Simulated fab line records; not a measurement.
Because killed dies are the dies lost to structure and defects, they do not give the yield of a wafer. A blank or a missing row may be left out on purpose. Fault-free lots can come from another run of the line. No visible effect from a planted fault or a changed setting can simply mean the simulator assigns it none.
fab line records	flow n5Finfet
record: lots: 24	wafers: 72	lastDay: 19
route steps=1938 shown BEOL_M0@716
lots that met no fault: taken from a fault-free run of the same line
startH: start of the lot's first displayed wafer, in hours after the record's first day	waitH: hours from the lot's prior step to this one	" the same as in the row above	L1.1+2: several wafers, shown together as one row	- no value present, or no start provided	* or withheld: withheld	< > ~ a bound
route shown NAME@n: NAME is a module with steps in the file, n the number in the route of the first one	usual: mean/standard deviation taken from wafers without a fault	same: alike in all rows	chamber/n: place in a boat	sites: readings site by site	_std_site: the standard deviation of these	_edge_site: the outer-site mean with the inner-site mean subtracted	radiusMm: how far each site lies from the wafer's centre	mask NAME#n: copy n	behind: the most recent tool/chamber to have shaped the wafer	hold: why the lot went on hold/how many hours it stayed there/how the hold came to an end	device: the n, p or np transistor that did not switch	end of line: tests run on the same wafers once the route is complete	where a step has no rows: the recipe by itself	killed: dies lost to structure and defects at the first sort, not the wafer's yield	map: a wafer's dies, marking killed ones x, the rest . and places with no die _
set.NAME: the run value of the setting; set.NAME@STEP: its run value at that earlier step	model.NAME: the simulator's own value behind a step, which no gauge read
steps of the route over a sample of lots; a table a step, a row a wafer
services: when a tool's chamber went out of use (startH, in hours from the record's first day, below 0 if earlier), for how many hours, and the reason
== steps ==
step: N5_BEOL_M0_HM_OPEN_105
recipe: chemistry: Cl2/BCl3	targetDepthA: 120	target: TiN	ionEnergyEv: 150	pressureMtorr: 10	icpW: 1000	biasW: 126	Cl2_flow_sccm: 53.25	bcl3FlowSccm: 21.75	Ar_flow_sccm: 25
usual: drypumpMotorCurrentA: 5.8/0.54	oesProductAu: 0.76/0.079	throttleValvePct: 21.92/0.19
lot.wafer	tool	chamber	startH	waitH	drypumpMotorCurrentA	oesProductAu	rfHoursCounterH	throttleValvePct
L074.1	rieMetal-03	0	120.12	4.0	5.0	0.72	69	21.68
L074.3	"	0	"	"	4.9	0.71	-	21.67
L074.5	"	1	"	"	5.2	0.65	-	21.89
L075.2	rieMetal-01	1	120.98	0.1	5.6	0.92	6	22.12
L075.4	"	0	"	"	6.2	0.77	-	21.89
L075.6	"	0	"	"	6.2	0.76	-	21.91
L076.1	rieMetal-03	1	128.90	0.5	5.2	0.65	93	21.88
L076.4	"	0	"	"	4.9	0.71	-	21.67
L076.6	"	0	"	"	4.9	0.71	-	21.68
L077.1	rieMetal-03	0	131.30	0.3	5.0	0.72	70	21.67
L077.4	"	1	"	"	5.2	0.65	-	21.91
L077.6	"	0	"	"	5.0	0.72	-	21.66
L078.2	rieMetal-03	0	145.73	1.9	4.9	0.71	71	21.67
L078.4	"	1	"	"	5.2	0.65	-	21.90
L078.6	"	1	"	"	5.2	0.65	-	21.90
L079.2	rieMetal-01	0	152.09	2.0	6.2	0.75	47	21.89
L079.3	"	1	"	"	5.6	0.89	-	22.14
L079.5	"	1	"	"	5.6	0.89	-	22.16
L080.1	rieMetal-02	0	152.11	2.0	6.4	0.70	63	22.09
L080.3	"	1	"	"	6.3	0.83	-	21.61
L080.5	"	0	"	"	6.4	0.70	-	22.09
L081.1	rieMetal-03	1	158.43	3.3	5.2	0.65	95	21.90
L081.2	"	0	"	"	4.9	0.70	72	21.68
L081.6	"	1	"	"	5.2	0.65	-	21.90
L082.1	rieMetal-01	0	163.99	4.3	6.2	0.75	48	21.91
L082.4	"	0	"	"	6.2	0.76	-	21.92
L082.5	"	1	"	"	5.6	0.89	-	22.15
L083.2	rieMetal-01	1	167.28	0.7	5.6	0.88	9	22.15
L083.4	"	1	"	"	5.6	0.88	-	22.14
L083.6	"	0	"	"	6.2	0.75	-	21.92
L084.2	rieMetal-02	1	179.65	0.2	6.3	0.82	32	21.63
L084.5	"	1	"	"	6.3	0.82	-	21.61
L084.6	"	0	"	"	6.4	0.70	-	22.10
L085.2	rieMetal-01	1	184.17	0.4	5.6	0.87	11	22.15
L085.5	"	1	"	"	5.6	0.88	-	22.14
L085.6	"	0	"	"	6.2	0.75	-	21.91
L086.1	rieMetal-01	1	199.69	5.2	5.6	0.87	12	22.16
L086.3	"	1	"	"	5.6	0.86	-	22.16
L086.5	"	1	"	"	5.6	0.87	-	22.16
L087.2	rieMetal-02	0	199.69	1.8	6.4	0.69	69	22.10
L087.3	"	0	"	"	6.4	0.68	-	22.08
L087.6	"	0	"	"	6.5	0.69	-	22.10
L088.2	rieMetal-01	1	208.06	1.5	5.6	0.87	12	22.15
L088.3	"	1	"	"	5.6	0.87	-	22.15
L088.4	"	0	"	"	6.2	0.74	-	21.92
L089.1	rieMetal-02	0	209.92	0.9	6.4	0.69	69	22.09
L089.4	"	1	"	"	6.3	0.81	-	21.60
L089.6	"	0	"	"	6.4	0.68	-	22.11
L090.3	rieMetal-01	0	215.53	2.3	6.2	0.74	-	21.93
L090.4	"	1	"	"	5.6	0.86	-	22.18
L090.6	"	0	"	"	6.2	0.74	-	21.93
L091.2	rieMetal-03	1	219.40	1.1	5.2	0.64	101	21.90
L091.5	"	0	"	"	5.0	0.70	-	21.68
L091.6	"	1	"	"	5.2	0.64	-	21.90
L092.3	rieMetal-01	0	222.41	0.3	6.2	0.74	-	21.91
L092.5	"	1	"	"	5.6	0.86	-	22.15
L092.6	"	0	"	"	6.2	0.75	-	21.91
L093.2	rieMetal-01	1	234.07	3.6	5.6	0.86	15	22.15
L093.3	"	1	"	"	5.6	0.86	-	22.16
L093.4	"	0	"	"	6.2	0.75	-	21.92
L094.3	rieMetal-03	0	239.38	5.2	5.0	0.70	-	21.70
L094.5	"	0	"	"	5.0	0.69	-	21.71
L094.6	"	0	"	"	5.0	0.69	-	21.70
L095.2	rieMetal-02	0	243.25	2.4	6.4	0.68	72	22.11
L095.5	"	1	"	"	6.3	0.81	-	21.61
L095.6	"	0	"	"	6.4	0.68	-	22.11
L096.1	rieMetal-01	0	247.09	1.6	6.2	0.73	55	21.94
L096.2	"	1	"	"	5.6	0.86	16	22.16
L096.5	"	0	"	"	6.2	0.73	-	21.93
L097.3	rieMetal-01	1	257.26	0.1	5.6	0.85	-	22.17
L097.4	"	0	"	"	6.2	0.73	-	21.94
L097.5	"	0	"	"	6.2	0.74	-	21.92
step: N5_BEOL_M0_STRIP_142
recipe: chemistry: N2/H2	timeS: 10	powerW: 450	tempC: 40	pressureMtorr: 20	rfFrequencyHz: 6e+07	biasPowerW: 7	n2FlowSccm: 200	h2FlowSccm: 200
usual: drypumpMotorCurrentA: 5.5/0.33	oesProductAu: 0.77/0.075	rfVppV: 59.1/0.92	showerheadPlenumPTorr: 2.54/0.074	throttleValvePct: 23.77/0.28
lot.wafer	tool	chamber	startH	waitH	drypumpMotorCurrentA	oesProductAu	rfHoursCounterH	rfVppV	showerheadPlenumPTorr	throttleValvePct
L074.1	rieDiel-06	0	120.50	0.0	5.2	0.72	180	60.7	2.62	23.75
L074.3	"	3	"	"	5.9	0.77	143	60.2	2.45	23.98
L074.5	"	0	"	"	5.2	0.72	-	60.4	2.62	23.74
L075.2	rieDiel-02	2	121.41	0.0	5.3	0.73	185	57.7	2.41	24.07
L075.4	"	3	"	"	5.1	0.76	161	58.8	2.66	24.35
L075.6	"	2	"	"	5.3	0.72	-	58.9	2.41	24.06
L076.1	rieDiel-01	1	129.37	0.0	5.7	0.96	10	59.9	2.58	23.21
L076.4	"	3	"	"	5.7	0.75	170	59.1	2.52	23.71
L076.6	"	1	"	"	5.7	0.95	-	59.7	2.58	23.22
L077.1	rieDiel-02	0	131.75	0.0	6.2	0.78	137	59.4	2.44	23.46
L077.4	"	3	"	"	5.1	0.76	165	57.7	2.65	24.35
L077.6	"	1	"	"	5.2	0.77	-	58.9	2.55	23.63
L078.2	rieDiel-01	1	146.20	0.0	5.7	0.94	16	58.0	2.58	23.22
L078.4	"	3	"	"	5.7	0.75	175	57.5	2.52	23.73
L078.6	"	2	"	"	5.6	0.82	-	58.2	2.57	23.96
L079.2	rieDiel-02	1	152.48	0.0	5.2	0.78	136	58.3	2.55	23.65
L079.3	"	3	"	"	5.1	0.75	171	57.6	2.65	24.34
L079.5	"	1	"	"	5.2	0.78	-	60.3	2.55	23.64
L080.1	rieDiel-01	1	152.49	0.0	5.8	0.93	18	58.5	2.58	23.21
L080.3	"	0	"	"	5.7	0.85	63	59.9	2.58	23.74
L080.5	"	0	"	"	5.7	0.85	-	57.8	2.58	23.73
L081.1	rieDiel-02	0	158.84	0.0	6.1	0.78	147	58.8	2.43	23.46
L081.2	"	3	"	"	5.1	0.74	173	59.8	2.65	24.35
L081.6	"	1	"	"	5.2	0.77	-	61.3	2.55	23.63
L082.1	rieDiel-06	3	164.89	0.0	5.9	0.76	160	59.4	2.44	24.00
L082.4	"	0	"	"	5.2	0.71	197	58.5	2.62	23.75
L082.5	"	1	"	"	5.2	1.01	-	58.6	2.49	23.50
L083.2	rieDiel-01	2	168.09	0.0	5.7	0.81	96	59.0	2.56	23.97
L083.4	"	3	"	"	5.7	0.74	184	58.3	2.52	23.74
L083.6	"	1	"	"	5.7	0.91	-	59.2	2.57	23.23
L084.2	rieDiel-02	3	180.77	0.0	5.1	0.74	183	58.8	2.65	24.37
L084.5	"	1	"	"	5.2	0.76	-	60.6	2.55	23.65
L084.6	"	0	"	"	6.1	0.76	-	59.0	2.43	23.48
L085.2	rieDiel-06	3	184.55	0.0	5.9	0.76	169	59.4	2.44	24.02
L085.5	"	3	"	"	5.9	0.75	-	59.0	2.44	24.03
L085.6	"	2	"	"	5.1	0.70	-	58.5	2.62	23.57
L087.2	rieDiel-01	2	201.09	0.0	5.7	0.80	106	58.7	2.56	23.99
L087.3	"	3	"	"	5.7	0.74	194	58.5	2.51	23.73
L087.6	"	0	"	"	5.8	0.82	-	60.6	2.57	23.76
L086.1	rieDiel-02	2	201.11	0.0	5.3	0.71	207	60.8	2.40	24.08
L086.3	"	3	"	"	5.1	0.73	190	59.5	2.64	24.39
L086.5	"	3	"	"	5.1	0.73	-	59.3	2.64	24.39
L088.2	rieDiel-06	2	208.45	0.0	5.1	0.69	214	59.0	2.61	23.57
L088.3	"	0	"	"	5.2	0.70	216	57.3	2.61	23.80
L088.4	"	3	"	"	5.9	0.75	-	56.8	2.44	24.05
L089.1	rieDiel-06	3	210.32	0.0	5.9	0.74	181	57.6	2.44	24.04
L089.4	"	3	"	"	5.9	0.74	-	57.4	2.44	24.03
L089.6	"	0	"	"	5.2	0.71	-	60.1	2.61	23.81
L090.3	rieDiel-01	3	215.87	0.0	5.7	0.74	198	59.0	2.51	23.76
L090.4	"	1	"	"	5.7	0.88	39	59.1	2.57	23.24
L090.6	"	2	"	"	5.6	0.79	-	60.6	2.56	23.99
L091.2	rieDiel-06	0	220.61	0.0	5.2	0.69	222	58.1	2.61	23.82
L091.5	"	1	"	"	5.2	0.96	-	59.3	2.49	23.52
L091.6	"	3	"	"	5.9	0.74	-	58.5	2.43	24.03
L092.3	rieDiel-01	0	222.75	0.0	5.7	0.81	86	60.6	2.57	23.76
L092.5	"	3	"	"	5.7	0.72	-	59.4	2.51	23.75
L092.6	"	2	"	"	5.7	0.78	-	59.4	2.55	23.99
L093.2	rieDiel-06	2	234.46	0.0	5.1	0.69	218	59.4	2.61	23.57
L093.3	"	3	"	"	5.9	0.73	191	57.7	2.43	24.04
L093.4	"	1	"	"	5.2	0.95	15	59.6	2.49	23.54
L094.3	rieDiel-02	2	239.88	0.0	5.3	0.70	220	60.2	2.39	24.12
L094.5	"	3	"	"	5.1	0.72	-	58.1	2.64	24.39
L094.6	"	0	"	"	6.1	0.75	-	58.7	2.42	23.51
L095.2	rieDiel-06	0	243.75	0.0	5.2	0.69	230	59.6	2.60	23.81
L095.5	"	2	"	"	5.1	0.68	-	60.8	2.61	23.59
L095.6	"	1	"	"	5.2	0.94	-	59.4	2.48	23.52
L096.1	rieDiel-01	2	247.75	0.0	5.7	0.79	121	59.0	2.55	23.99
L096.2	"	3	"	"	5.7	0.72	209	59.6	2.51	23.77
L096.5	"	3	"	"	5.7	0.72	-	57.7	2.51	23.78
L097.3	rieDiel-01	2	257.75	0.0	5.7	0.78	124	60.1	2.55	24.01
L097.4	"	1	"	"	5.8	0.87	54	59.0	2.56	23.27
L097.5	"	2	"	"	5.6	0.78	-	58.4	2.55	24.00
step: N5_BEOL_M0_OCD_MEAS_108
usual: trenchDepthNm: 32.7/0.66
lot.wafer	tool	chamber	startH	waitH	trenchDepthNm
L074.1	ocd-02	-	120.58	0.1	31.0
L074.3	"	-	"	"	32.4
L074.5	"	-	"	"	31.8
L075.2	ocd-01	-	121.49	0.1	32.2
L075.4	"	-	"	"	33.0
L075.6	"	-	"	"	33.0
L076.1	ocd-01	-	129.45	0.1	34.0
L076.4	"	-	"	"	34.4
L076.6	"	-	"	"	33.9
L077.1	ocd-01	-	131.83	0.1	32.8
L077.4	"	-	"	"	33.0
L077.6	"	-	"	"	32.9
L078.2	ocd-01	-	146.28	0.1	33.0
L078.4	"	-	"	"	33.6
L078.6	"	-	"	"	33.3
L079.2	ocd-02	-	152.56	0.1	33.2
L079.3	"	-	"	"	32.4
L079.5	"	-	"	"	33.0
L080.1	ocd-01	-	152.57	0.1	32.8
L080.3	"	-	"	"	32.8
L080.5	"	-	"	"	32.6
L081.1	ocd-02	-	158.92	0.1	33.0
L081.2	"	-	"	"	33.3
L081.6	"	-	"	"	32.3
L082.1	ocd-01	-	164.97	0.1	33.0
L082.4	"	-	"	"	32.3
L082.5	"	-	"	"	33.4
L083.2	ocd-02	-	168.17	0.1	32.1
L083.4	"	-	"	"	33.4
L083.6	"	-	"	"	32.9
L084.2	ocd-02	-	180.85	0.1	32.7
L084.5	"	-	"	"	32.8
L084.6	"	-	"	"	32.3
L085.2	ocd-02	-	184.63	0.1	31.8
L085.5	"	-	"	"	32.1
L085.6	"	-	"	"	31.6
L087.2	ocd-01	-	201.18	0.1	33.1
L087.3	"	-	"	"	33.8
L087.6	"	-	"	"	32.9
L086.1	ocd-02	-	201.19	0.1	32.3
L086.3	"	-	"	"	32.1
L086.5	"	-	"	"	32.7
L088.2	ocd-01	-	208.53	0.1	32.7
L088.3	"	-	"	"	32.0
L088.4	"	-	"	"	33.0
L089.1	ocd-01	-	210.40	0.1	32.4
L089.4	"	-	"	"	32.1
L089.6	"	-	"	"	32.1
L090.3	ocd-01	-	215.95	0.1	34.3
L090.4	"	-	"	"	33.6
L090.6	"	-	"	"	33.0
L091.2	ocd-02	-	220.69	0.1	31.8
L091.5	"	-	"	"	33.3
L091.6	"	-	"	"	32.3
L092.3	ocd-02	-	222.83	0.1	32.5
L092.5	"	-	"	"	33.8
L092.6	"	-	"	"	32.2
L093.2	ocd-02	-	234.54	0.1	32.4
L093.3	"	-	"	"	32.3
L093.4	"	-	"	"	33.1
L094.3	ocd-02	-	239.96	0.1	32.5
L094.5	"	-	"	"	32.7
L094.6	"	-	"	"	32.3
L095.2	ocd-01	-	243.83	0.1	31.1
L095.5	"	-	"	"	32.3
L095.6	"	-	"	"	33.5
L096.1	ocd-01	-	247.83	0.1	32.5
L096.2	"	-	"	"	33.6
L096.5	"	-	"	"	33.7
L097.3	ocd-02	-	257.83	0.1	32.9
L097.4	"	-	"	"	33.2
L097.5	"	-	"	"	33.1
step: N5_BEOL_M0_SURFACE_TREAT_137
recipe: gas: Ar	timeS: *	ionEnergyEv: *	ionCurrentMaCm2: 0.5	pressureMtorr: *	arFlowSccm: 30
usual: throttleValvePct: *
lot.wafer	tool	chamber	startH	waitH	throttleValvePct
L074.1	pvdSputter-03	-	121.43	0.3	*
L074.3	"	-	"	"	*
L074.5	"	-	"	"	*
L075.2	pvdSputter-01	-	122.15	0.1	*
L075.4	"	-	"	"	*
L075.6	"	-	"	"	*
L076.1	pvdSputter-01	-	130.26	0.2	*
L076.4	"	-	"	"	*
L076.6	"	-	"	"	*
L077.1	pvdSputter-01	-	132.74	0.2	*
L077.4	"	-	"	"	*
L077.6	"	-	"	"	*
L078.2	pvdSputter-02	-	147.79	0.4	*
L078.4	"	-	"	"	*
L078.6	"	-	"	"	*
L079.2	pvdSputter-01	-	153.49	0.2	*
L079.3	"	-	"	"	*
L079.5	"	-	"	"	*
L080.1	pvdSputter-01	-	153.53	0.2	*
L080.3	"	-	"	"	*
L080.5	"	-	"	"	*
L081.1	pvdSputter-03	-	159.97	0.2	*
L081.2	"	-	"	"	*
L081.6	"	-	"	"	*
L082.1	pvdSputter-02	-	167.16	1.5	*
L082.4	"	-	"	"	*
L082.5	"	-	"	"	*
L083.2	pvdSputter-02	-	170.88	1.3	*
L083.4	"	-	"	"	*
L083.6	"	-	"	"	*
L084.2	pvdSputter-02	-	183.46	0.5	*
L084.5	"	-	"	"	*
L084.6	"	-	"	"	*
L085.2	pvdSputter-03	-	186.17	0.2	*
L085.5	"	-	"	"	*
L085.6	"	-	"	"	*
L087.2	pvdSputter-01	-	201.92	0.1	*
L087.3	"	-	"	"	*
L087.6	"	-	"	"	*
L086.1	pvdSputter-01	-	201.96	0.1	*
L086.3	"	-	"	"	*
L086.5	"	-	"	"	*
L088.2	pvdSputter-03	-	210.28	0.1	*
L088.3	"	-	"	"	*
L088.4	"	-	"	"	*
L089.1	pvdSputter-03	-	211.40	0.2	*
L089.4	"	-	"	"	*
L089.6	"	-	"	"	*
L090.3	pvdSputter-02	-	217.30	0.3	*
L090.4	"	-	"	"	*
L090.6	"	-	"	"	*
L091.2	pvdSputter-03	-	222.41	0.2	*
L091.5	"	-	"	"	*
L091.6	"	-	"	"	*
L092.3	pvdSputter-02	-	223.87	0.1	*
L092.5	"	-	"	"	*
L092.6	"	-	"	"	*
L093.2	pvdSputter-03	-	235.57	0.2	*
L093.3	"	-	"	"	*
L093.4	"	-	"	"	*
L094.3	pvdSputter-01	-	242.55	1.6	*
L094.5	"	-	"	"	*
L094.6	"	-	"	"	*
L095.2	pvdSputter-02	-	245.17	0.2	*
L095.5	"	-	"	"	*
L095.6	"	-	"	"	*
L096.1	pvdSputter-02	-	249.41	0.8	*
L096.2	"	-	"	"	*
L096.5	"	-	"	"	*
L097.3	pvdSputter-03	-	258.97	0.1	*
L097.4	"	-	"	"	*
L097.5	"	-	"	"	*
step: N5_BEOL_M0_SPUTTER_134
recipe: material: Cu	targetThkA: 40	tempC: -20	chamberPressurePa: 0.07	powerW: withheld	timeS: 7.37
usual: chamberPressurePa: 0.07/0.00013	substrateTempC: -20.00/0.11	throttleValvePct: 29.8/1.1
lot.wafer	tool	chamber	startH	waitH	chamberPressurePa	substrateTempC	throttleValvePct
L074.1	pvdSputter-02	-	121.97	0.0	0.07003	-19.84	29.5
L074.3	"	-	"	"	0.07021	-20.10	31.8
L074.5	"	-	"	"	0.07006	-20.03	31.8
L075.2	pvdSputter-03	-	124.10	0.0	0.06993	-19.99	31.0
L075.4	"	-	"	"	0.07001	-19.86	29.0
L075.6	"	-	"	"	0.06986	-19.83	28.2
L076.1	pvdSputter-03	-	131.51	0.0	0.07009	-19.85	31.0
L076.4	"	-	"	"	0.07009	-20.02	29.2
L076.6	"	-	"	"	0.06992	-20.05	29.1
L077.1	pvdSputter-03	-	134.95	0.0	0.07021	-20.13	29.0
L077.4	"	-	"	"	0.07024	-20.04	30.2
L077.6	"	-	"	"	0.06992	-20.05	30.0
L078.2	pvdSputter-02	-	148.43	0.0	0.07011	-19.87	29.8
L078.4	"	-	"	"	0.06982	-19.95	29.8
L078.6	"	-	"	"	0.07	-19.91	29.3
L079.2	pvdSputter-02	-	153.93	0.0	0.07023	-19.99	29.6
L079.3	"	-	"	"	0.07016	-20.06	31.4
L079.5	"	-	"	"	0.06994	-20.05	29.4
L080.1	pvdSputter-01	-	153.97	0.0	0.06998	-20.20	30.2
L080.3	"	-	"	"	0.07005	-19.96	30.0
L080.5	"	-	"	"	0.07009	-20.11	30.0
L081.1	pvdSputter-03	-	162.33	0.0	0.06993	-19.90	28.5
L081.2	"	-	"	"	0.07025	-20.10	31.0
L081.6	"	-	"	"	0.0698	-20.09	28.5
L082.1	pvdSputter-01	-	167.81	0.0	0.06995	-19.95	27.1
L082.4	"	-	"	"	0.07008	-20.01	29.8
L082.5	"	-	"	"	0.0701	-19.92	27.0
L083.2	pvdSputter-02	-	171.54	0.0	0.07003	-19.95	29.4
L083.4	"	-	"	"	0.07003	-19.89	29.6
L083.6	"	-	"	"	0.06981	-20.05	31.5
L084.2	pvdSputter-02	-	184.02	0.0	0.06987	-20.03	31.6
L084.5	"	-	"	"	0.07001	-20.08	29.5
L084.6	"	-	"	"	0.06978	-19.97	29.9
L085.2	pvdSputter-02	-	188.99	0.0	0.06999	-20.05	29.6
L085.5	"	-	"	"	0.07013	-20.16	31.7
L085.6	"	-	"	"	0.07017	-19.87	29.6
L087.2	pvdSputter-01	-	202.42	0.0	0.07	-20.16	30.1
L087.3	"	-	"	"	0.06992	-20.08	29.8
L087.6	"	-	"	"	0.07011	-20.01	27.1
L086.1	pvdSputter-03	-	202.51	0.0	0.0701	-19.96	30.4
L086.3	"	-	"	"	0.07001	-19.98	30.9
L086.5	"	-	"	"	0.07011	-19.84	31.1
L088.2	pvdSputter-03	-	210.72	0.0	0.06984	-20.03	30.8
L088.3	"	-	"	"	0.06999	-20.03	29.1
L088.4	"	-	"	"	0.06996	-20.13	28.4
L089.1	pvdSputter-01	-	211.89	0.0	0.06998	-19.95	29.9
L089.4	"	-	"	"	0.06987	-20.10	30.1
L089.6	"	-	"	"	0.06999	-20.04	30.1
L090.3	pvdSputter-02	-	217.82	0.0	0.06991	-19.71	29.7
L090.4	"	-	"	"	0.07015	-20.19	29.3
L090.6	"	-	"	"	0.07013	-19.80	29.7
L091.2	pvdSputter-03	-	222.89	0.0	0.06972	-19.95	30.3
L091.5	"	-	"	"	0.07022	-19.94	28.3
L091.6	"	-	"	"	0.07	-19.91	30.7
L092.3	pvdSputter-03	-	224.43	0.0	0.06999	-19.96	29.1
L092.5	"	-	"	"	0.06986	-20.01	30.2
L092.6	"	-	"	"	0.07	-20.11	30.8
L093.2	pvdSputter-02	-	237.80	0.0	0.06994	-20.08	29.2
L093.3	"	-	"	"	0.0697	-19.93	29.5
L093.4	"	-	"	"	0.06973	-20.07	31.4
L094.3	pvdSputter-03	-	243.21	0.0	0.06981	-20.12	30.4
L094.5	"	-	"	"	0.06999	-20.00	31.1
L094.6	"	-	"	"	0.06985	-20.11	28.3
L095.2	pvdSputter-02	-	247.33	0.0	0.07003	-20.00	31.5
L095.5	"	-	"	"	0.07001	-20.19	29.7
L095.6	"	-	"	"	0.07001	-19.89	29.8
L096.1	pvdSputter-01	-	250.74	0.0	0.07004	-20.11	27.0
L096.2	"	-	"	"	0.06999	-20.13	29.9
L096.5	"	-	"	"	0.07002	-20.06	30.3
L097.3	pvdSputter-03	-	259.43	0.0	0.07002	-19.97	28.5
L097.4	"	-	"	"	0.06993	-20.10	31.2
L097.5	"	-	"	"	0.06974	-20.00	30.9
step: N5_BEOL_M0_ANNEAL_119
recipe: tempC: 225	timeS: 90	ambient: N2
usual: annealTempC: 225.00/0.14	annealTempCMax: 226.20/0.24	wafer_temp_C_max: 225.9/0.31
lot.wafer	tool	chamber	startH	waitH	annealTempC	annealTempCMax	wafer_temp_C_max
L074.1	rtpAnneal-02	0	122.29	0.1	224.99	226.28	226.0
L074.3	"	0	"	"	225.12	227.11	225.6
L074.5	"	0	"	"	224.63	225.80	225.3
L075.2	rtpAnneal-01	0	124.60	0.2	224.96	226.32	226.6
L075.4	"	0	"	"	224.76	226.15	226.7
L075.6	"	0	"	"	224.82	226.05	226.3
L076.1	rtpAnneal-02	0	131.82	0.1	225.12	226.90	225.6
L076.4	"	0	"	"	225.05	226.43	225.6
L076.6	"	0	"	"	225.17	226.30	225.9
L077.1	rtpAnneal-01	0	135.41	0.1	224.95	225.95	225.9
L077.4	"	0	"	"	225.09	226.67	226.0
L077.6	"	0	"	"	225.31	226.65	226.0
L078.2	rtpAnneal-01	0	148.79	0.1	225.10	226.24	225.9
L078.4	"	0	"	"	225.06	226.21	226.7
L078.6	"	0	"	"	224.87	226.35	226.3
L079.2	rtpAnneal-02	0	154.29	0.1	225.13	226.35	226.0
L079.3	"	0	"	"	225.07	226.38	225.8
L079.5	"	0	"	"	224.83	226.07	225.8
L080.1	rtpAnneal-01	0	154.45	0.2	225.00	226.16	226.7
L080.3	"	0	"	"	224.97	226.29	226.4
L080.5	"	0	"	"	224.84	226.14	226.3
L081.1	rtpAnneal-01	0	162.64	0.1	224.97	226.06	225.7
L081.2	"	0	"	"	224.99	226.04	226.4
L081.6	"	0	"	"	225.06	226.35	226.2
L082.1	rtpAnneal-01	0	168.12	0.1	224.99	226.31	226.0
L082.4	"	0	"	"	225.26	226.44	225.9
L082.5	"	0	"	"	224.99	225.99	226.2
L083.2	rtpAnneal-02	0	172.09	0.3	224.96	226.30	225.7
L083.4	"	0	"	"	224.97	226.56	225.8
L083.6	"	0	"	"	224.98	226.21	226.0
L084.2	rtpAnneal-01	0	184.38	0.1	224.99	226.12	225.9
L084.5	"	0	"	"	225.01	226.45	226.4
L084.6	"	0	"	"	225.00	226.29	225.8
L085.2	rtpAnneal-02	0	189.35	0.1	224.97	226.07	225.6
L085.5	"	0	"	"	225.15	226.33	225.6
L085.6	"	0	"	"	225.25	226.73	225.5
L087.2	rtpAnneal-01	0	202.78	0.1	225.01	226.18	226.1
L087.3	"	0	"	"	224.83	226.02	226.2
L087.6	"	0	"	"	225.04	226.11	226.3
L086.1	rtpAnneal-01	0	203.00	0.2	224.96	226.06	225.8
L086.3	"	0	"	"	225.25	226.43	226.1
L086.5	"	0	"	"	225.06	226.17	226.0
L088.2	rtpAnneal-01	0	211.08	0.1	225.08	226.37	225.9
L088.3	"	0	"	"	225.02	226.07	226.3
L088.4	"	0	"	"	225.05	226.09	226.4
L089.1	rtpAnneal-01	0	212.74	0.6	224.98	225.91	225.5
L089.4	"	0	"	"	224.80	225.84	225.9
L089.6	"	0	"	"	225.05	226.17	226.1
L090.3	rtpAnneal-02	0	218.23	0.1	225.19	226.61	225.4
L090.4	"	0	"	"	225.09	226.43	225.9
L090.6	"	0	"	"	224.91	226.35	225.4
L091.2	rtpAnneal-02	0	223.25	0.1	224.95	226.36	225.5
L091.5	"	0	"	"	224.91	226.49	225.5
L091.6	"	0	"	"	225.10	226.64	225.5
L092.3	rtpAnneal-02	0	225.05	0.3	225.06	226.37	225.7
L092.5	"	0	"	"	225.07	226.17	226.2
L092.6	"	0	"	"	225.32	226.25	225.8
L093.2	rtpAnneal-01	0	238.16	0.1	224.96	226.08	226.1
L093.3	"	0	"	"	224.70	225.65	226.2
L093.4	"	0	"	"	225.00	226.02	226.1
L094.3	rtpAnneal-02	0	243.61	0.1	225.17	226.32	225.9
L094.5	"	0	"	"	224.89	225.94	225.7
L094.6	"	0	"	"	225.00	226.45	225.9
L095.2	rtpAnneal-02	0	247.69	0.1	225.00	226.24	226.2
L095.5	"	0	"	"	225.05	226.25	225.9
L095.6	"	0	"	"	225.06	226.12	225.7
L096.1	rtpAnneal-01	0	251.16	0.2	225.05	226.23	226.3
L096.2	"	0	"	"	224.84	225.87	226.0
L096.5	"	0	"	"	224.79	226.13	226.0
L097.3	rtpAnneal-02	0	260.52	0.8	225.08	226.49	225.6
L097.4	"	0	"	"	224.81	225.83	225.7
L097.5	"	0	"	"	225.04	226.43	225.9
== services ==
tool	chamber	startH	hours	kind
pvdSputter-01	-	105.65	1.4	repair
pvdSputter-01	-	115.70	5.3	repair
rieDiel-06	1	144.17	-	clean
rieDiel-06	1	144.17	-	consumableReplace:focusRing
rieDiel-06	1	144.17	14.5	scheduledDown
rieDiel-06	1	144.17	14.5	ventCycle
rieDiel-02	2	173.19	5.9	repair
rieDiel-06	1	176.21	35.1	repair
rieDiel-02	-	182.74	0.5	repair
rieDiel-02	2	192.53	6.0	repair
rieMetal-03	-	206.56	0.5	repair
rieDiel-06	2	229.79	1.7	repair
rieMetal-03	1	238.12	25.3	repair
rieMetal-01	1	248.75	2.4	repair
rieMetal-01	-	253.60	2.8	pm
== key ==
fault none
